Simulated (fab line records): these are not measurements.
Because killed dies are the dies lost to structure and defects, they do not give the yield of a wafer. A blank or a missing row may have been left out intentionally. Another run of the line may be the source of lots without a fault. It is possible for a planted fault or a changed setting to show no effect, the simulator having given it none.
Chamber matching :: flow n5-finfet :: N5_BEOL_M8_STRIP_67 on rie-diel-04 has 4 sister chambers
The step strips in CF4. 16 wafers are shown with their chamber, then 8 later ones without.

WAFERS WITH THEIR CHAMBER
wafer: L074.1
chamber: 0
showerhead-plenum-p-Torr (Torr): 1.82
oes-product-au (a.u.): 0.71
throttle-valve-pct (%): 13.63

wafer: L074.3
chamber: 1
showerhead-plenum-p-Torr (Torr): 1.72
oes-product-au (a.u.): 0.75
throttle-valve-pct (%): 13.85

wafer: L074.6
chamber: 3
showerhead-plenum-p-Torr (Torr): 1.73
oes-product-au (a.u.): 0.76
throttle-valve-pct (%): 13.63

wafer: L077.2
chamber: 3
showerhead-plenum-p-Torr (Torr): 1.73
oes-product-au (a.u.): 0.76
throttle-valve-pct (%): 13.64

wafer: L077.3
chamber: 0
showerhead-plenum-p-Torr (Torr): 1.82
oes-product-au (a.u.): 0.71
throttle-valve-pct (%): 13.63

wafer: L077.6
chamber: 2
showerhead-plenum-p-Torr (Torr): 1.76
oes-product-au (a.u.): 0.70
throttle-valve-pct (%): 13.70

wafer: L079.1
chamber: 2
showerhead-plenum-p-Torr (Torr): 1.76
oes-product-au (a.u.): 0.70
throttle-valve-pct (%): 13.70

wafer: L079.4
chamber: 0
showerhead-plenum-p-Torr (Torr): 1.82
oes-product-au (a.u.): 0.71
throttle-valve-pct (%): 13.63

wafer: L079.5
chamber: 2
showerhead-plenum-p-Torr (Torr): 1.76
oes-product-au (a.u.): 0.70
throttle-valve-pct (%): 13.68

wafer: L082.3
chamber: 2
showerhead-plenum-p-Torr (Torr): 1.76
oes-product-au (a.u.): 0.69
throttle-valve-pct (%): 13.73

wafer: L082.5
chamber: 1
showerhead-plenum-p-Torr (Torr): 1.71
oes-product-au (a.u.): 0.74
throttle-valve-pct (%): 13.88

wafer: L082.6
chamber: 2
showerhead-plenum-p-Torr (Torr): 1.76
oes-product-au (a.u.): 0.69
throttle-valve-pct (%): 13.70

wafer: L085.1
chamber: 0
showerhead-plenum-p-Torr (Torr): 1.81
oes-product-au (a.u.): 0.70
throttle-valve-pct (%): 13.69

wafer: L085.4
chamber: 0
showerhead-plenum-p-Torr (Torr): 1.81
oes-product-au (a.u.): 0.70
throttle-valve-pct (%): 13.67

wafer: L085.5
chamber: 1
showerhead-plenum-p-Torr (Torr): 1.71
oes-product-au (a.u.): 0.73
throttle-valve-pct (%): 13.90

wafer: L086.2
chamber: 2
showerhead-plenum-p-Torr (Torr): 1.76
oes-product-au (a.u.): 0.69
throttle-valve-pct (%): 13.73

SIGNATURES, as means of the wafers listed above
reading: showerhead-plenum-p-Torr
chamber 0: 1.8160
chamber 1: 1.7133
chamber 2: 1.7600
chamber 3: 1.7300
scatter within a chamber: 0.00394

reading: oes-product-au
chamber 0: 0.7060
chamber 1: 0.7400
chamber 2: 0.6950
chamber 3: 0.7600
scatter within a chamber: 0.00626

reading: throttle-valve-pct
chamber 0: 13.6500
chamber 1: 13.8767
chamber 2: 13.7067
chamber 3: 13.6350
scatter within a chamber: 0.0232
Rule: for a wafer and a chamber, the distance is found by dividing, reading by reading, the gap between the wafer's reading and the chamber's mean by the reading's scatter, squaring, summing and taking the root. The wafer belongs to the nearest chamber; if the next one is less than 2 further off, it can't be placed. How the scatter is found: for the shown wafers, subtract from each reading the mean of its chamber, square and add these, divide the total by (wafers less chambers), then take the root.

WAFERS WITH NO CHAMBER GIVEN
wafer: L086.3
showerhead-plenum-p-Torr (Torr): 1.71
oes-product-au (a.u.): 0.72
throttle-valve-pct (%): 13.90

wafer: L086.6
showerhead-plenum-p-Torr (Torr): 1.71
oes-product-au (a.u.): 0.72
throttle-valve-pct (%): 13.91

wafer: L093.2
showerhead-plenum-p-Torr (Torr): 1.72
oes-product-au (a.u.): 0.74
throttle-valve-pct (%): 13.71

wafer: L093.4
showerhead-plenum-p-Torr (Torr): 1.71
oes-product-au (a.u.): 0.71
throttle-valve-pct (%): 13.94

wafer: L093.5
showerhead-plenum-p-Torr (Torr): 1.72
oes-product-au (a.u.): 0.74
throttle-valve-pct (%): 13.72

wafer: L094.1
showerhead-plenum-p-Torr (Torr): 1.75
oes-product-au (a.u.): 0.95
throttle-valve-pct (%): 13.21

wafer: L094.4
showerhead-plenum-p-Torr (Torr): 1.72
oes-product-au (a.u.): 0.73
throttle-valve-pct (%): 13.74

wafer: L094.5
showerhead-plenum-p-Torr (Torr): 1.70
oes-product-au (a.u.): 0.71
throttle-valve-pct (%): 13.94

EACH ONE'S CHAMBER
wafer: L086.3
from the rows above: 1
in truth: 1

wafer: L086.6
from the rows above: 1
in truth: 1

wafer: L093.2
from the rows above: 3
in truth: 3

wafer: L093.4
from the rows above: 1
in truth: 1

wafer: L093.5
from the rows above: can't be placed: 3 or 1
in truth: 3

wafer: L094.1
from the rows above: 3
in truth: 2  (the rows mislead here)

wafer: L094.4
from the rows above: can't be placed: 1 or 3
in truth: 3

wafer: L094.5
from the rows above: 1
in truth: 1
Placed correctly: 5 of 8. Cannot be placed on the basis of these rows: 2; the candidates contain the true chamber in 2. 1 placed wrongly.
